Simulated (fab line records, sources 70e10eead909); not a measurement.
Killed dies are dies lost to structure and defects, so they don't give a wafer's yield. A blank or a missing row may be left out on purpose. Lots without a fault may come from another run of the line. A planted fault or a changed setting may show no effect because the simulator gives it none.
Chamber matching | flow nand_harc | NHARC_A_SLIT_DESCUM_14 on rie_diel-12: 4 sister chambers
The step chemistry O2, time 3 s. 20 wafers are shown with their chamber, then 10 later ones without.

WAFERS WITH THEIR CHAMBER
wafer  | chamber | drypump_motor_current_A (A) | oes_product_au (a.u.) | rf_vpp_V (V)
L075.4 | 0       | 6.0                         | 1.023                 | 58.6
L075.5 | 0       | 5.9                         | 1.019                 | 58.2
L075.6 | 1       | 6.5                         | 1.013                 | 57.6
L077.3 | 2       | 5.0                         | 1.017                 | 57.2
L077.5 | 2       | 5.0                         | 1.018                 | 57.6
L077.6 | 3       | 6.2                         | 1.006                 | 57.9
L081.1 | 3       | 6.2                         | 1.006                 | 57.2
L081.4 | 3       | 6.2                         | 1.007                 | 57.4
L081.5 | 2       | 4.9                         | 1.017                 | 57.1
L086.1 | 3       | 6.2                         | 0.998                 | 59.1
L086.2 | 1       | 6.5                         | 0.994                 | 59.5
L086.6 | 2       | 5.0                         | 1.018                 | 57.3
L090.2 | 1       | 6.5                         | 0.986                 | 57.7
L090.3 | 2       | 5.0                         | 1.008                 | 56.7
L090.6 | 1       | 6.5                         | 0.982                 | 58.1
L089.1 | 0       | 5.9                         | 0.993                 | 58.9
L089.4 | 2       | 5.0                         | 1.000                 | 58.2
L089.5 | 1       | 6.5                         | 1.000                 | 57.6
L091.2 | 0       | 6.0                         | 1.000                 | 58.2
L091.3 | 3       | 6.2                         | 1.006                 | 57.9

SIGNATURES (means of the wafers above)
reading                 | chamber 0 | chamber 1 | chamber 2 | chamber 3 | scatter within a chamber
drypump_motor_current_A | 5.950     | 6.500     | 4.983     | 6.200     | 0.0339
oes_product_au          | 1.00875   | 0.99500   | 1.01300   | 1.00460   | 0.00989
rf_vpp_V                | 58.475    | 58.100    | 57.350    | 57.900    | 0.635
Rule: a wafer's distance from a chamber is the root of the sum, over the readings, of the square of ((its reading less the chamber's mean) divided by the reading's scatter). The wafer belongs to the nearest chamber; if the next one is less than 2 further off, it can't be placed. The scatter: the root of (the sum of the squares of (reading less its chamber's mean) over the shown wafers, divided by (wafers less chambers)).

WAFERS WITHOUT THEIR CHAMBER
wafer  | drypump_motor_current_A (A) | oes_product_au (a.u.) | rf_vpp_V (V)
L091.5 | 4.9                         | 0.998                 | 58.6
L092.3 | 6.5                         | 0.992                 | 57.7
L092.5 | 5.0                         | 1.005                 | 58.3
L092.6 | 6.2                         | 1.011                 | 57.4
L093.2 | 5.0                         | 1.001                 | 58.8
L093.4 | 6.2                         | 1.008                 | 56.9
L093.5 | 6.5                         | 0.986                 | 58.7
L096.3 | 6.5                         | 0.993                 | 57.6
L096.5 | 5.0                         | 0.994                 | 57.7
L096.6 | 6.3                         | 1.006                 | 58.3

WHICH CHAMBER EACH WENT THROUGH
wafer  | from the rows above | in truth
L091.5 | 2                   | 2
L092.3 | 1                   | 1
L092.5 | 2                   | 2
L092.6 | 3                   | 3
L093.2 | 2                   | 2
L093.4 | 3                   | 3
L093.5 | 1                   | 1
L096.3 | 1                   | 1
L096.5 | 2                   | 2
L096.6 | 3                   | 3
Placed correctly: 10 of 10. Can't be placed from these rows: 0. Placed wrongly: 0.
